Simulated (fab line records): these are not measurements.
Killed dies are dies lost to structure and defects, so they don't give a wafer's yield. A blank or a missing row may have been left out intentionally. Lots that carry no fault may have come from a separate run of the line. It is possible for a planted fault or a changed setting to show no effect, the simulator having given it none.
Split-lot experiment -- flow n5_finfet -- route with 1938 steps; 7 lots, 21 wafers read

## ON THE SPLIT
At N5_BEOL_M7_ILD_DEP_00 (deposits SiCOH lowk from DEMS/porogen, target thk 179.75 nm, time 33.4 s), the setting time_s was moved away from the recipe's 33.4 s on 9 of the 21 wafers read, by -10.8% to +14.7%. All remaining wafers had this setting at the recipe value.

## FROM THE SPLIT TO THE READING: what the file shows between them, 1 step
- N5_BEOL_M7_CURE_74: cures SiCOH lowk, time 240 s

## THE READING
M7_ILD_THK at N5_BEOL_M7_THK_MEAS_01, in nm. On this fab line, fault-free wafers typically give 155.6 nm with a standard deviation of 1.9 nm.

wafer,"tool, chamber at the split","time_s as run, s",against the recipe,"M7_ILD_THK, nm",against lot-mates on the recipe
L075.1,"pecvd-04, 2",30.54,-8.6%,143.4,no lot-mate on the recipe
L075.4,"pecvd-04, 1",30.54,-8.6%,142.4,no lot-mate on the recipe
L075.5,"pecvd-04, 0",30.54,-8.6%,141.6,no lot-mate on the recipe
L076.1,"pecvd-01, 1",33.4,recipe,156.1,-
L076.4,"pecvd-01, 2",29.8,-10.8%,141.3,-14.8
L076.5,"pecvd-01, 1",29.8,-10.8%,141.1,-15.0
L084.1,"pecvd-01, 1",33.4,recipe,157.1,-
L084.4,"pecvd-01, 0",33.4,recipe,155.7,-
L084.5,"pecvd-01, 1",38.32,+14.7%,181.6,+25.2
L091.3,"pecvd-04, 0",33.4,recipe,155.0,-
L091.4,"pecvd-04, 1",33.4,recipe,158.0,-
L091.5,"pecvd-04, 0",33.4,recipe,158.0,-
L094.1,"pecvd-04, 2",33.4,recipe,153.4,-
L094.4,"pecvd-04, 0",33.4,recipe,156.3,-
L094.6,"pecvd-04, 1",34.85,+4.3%,162.2,+7.3
L095.1,"pecvd-04, 1",33.4,recipe,155.3,-
L095.2,"pecvd-04, 2",36.34,+8.8%,168.8,+12.2
L095.5,"pecvd-04, 2",33.4,recipe,157.9,-
L097.1,"pecvd-04, 2",33.4,recipe,151.4,-
L097.2,"pecvd-04, 1",33.4,recipe,152.0,-
L097.3,"pecvd-04, 2",30.06,-10.0%,138.3,-13.4

THE FIT
A straight line over all 21 wafers: M7_ILD_THK changes by +1.57 nm for each +1% of time_s; r = +0.98; the points scatter about the line by 2.1 nm.
The same after taking each lot's own level away (the mean of its wafers on the recipe; 18 wafers): +1.5 nm for each +1%; r = +0.99; scatter 1.3 nm.
Per that fit: largest time_s move, reading shift of 22 nm.
From 151.70 to 157.00 nm: that is the span of the lots' own levels, equal to 2.8 times the standard deviation above.
The two slopes agree, so the slope changes little with the lot-to-lot level.
Check: for one of the wafers moved furthest among these (+14.7%), held out of the fit, the line's prediction against its lot-mates is +20.6 nm. It came out at +25.2 nm against them.

## THE WHOLE CHAIN: every reading that the file lists as answering this split, in the file's order
step,what it does,reading,change (the file's fit),r (the file's)
N5_BEOL_M7_ILD_DEP_00,"deposits SiCOH lowk from DEMS/porogen, target thk 179.75 nm, time 33.4 s","SiCOH_lowk_of_BEOL_M7_ILD_DEP_00.thk_nm (the simulator's own value, which no gauge read)",+1.74 nm for each +1% of the setting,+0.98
N5_BEOL_M7_CURE_74,"cures SiCOH lowk, time 240 s","SiCOH_lowk_of_BEOL_M7_ILD_DEP_00.thk_nm (the simulator's own value, which no gauge read)",+1.52 nm for each +1% of the setting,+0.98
N5_BEOL_M7_THK_MEAS_01,,M7_ILD_THK,+1.52 for each +1% of the setting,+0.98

## THE FILE'S OWN FIT
M7_ILD_THK changes by +1.52 nm for each +1% of time_s, r = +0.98.
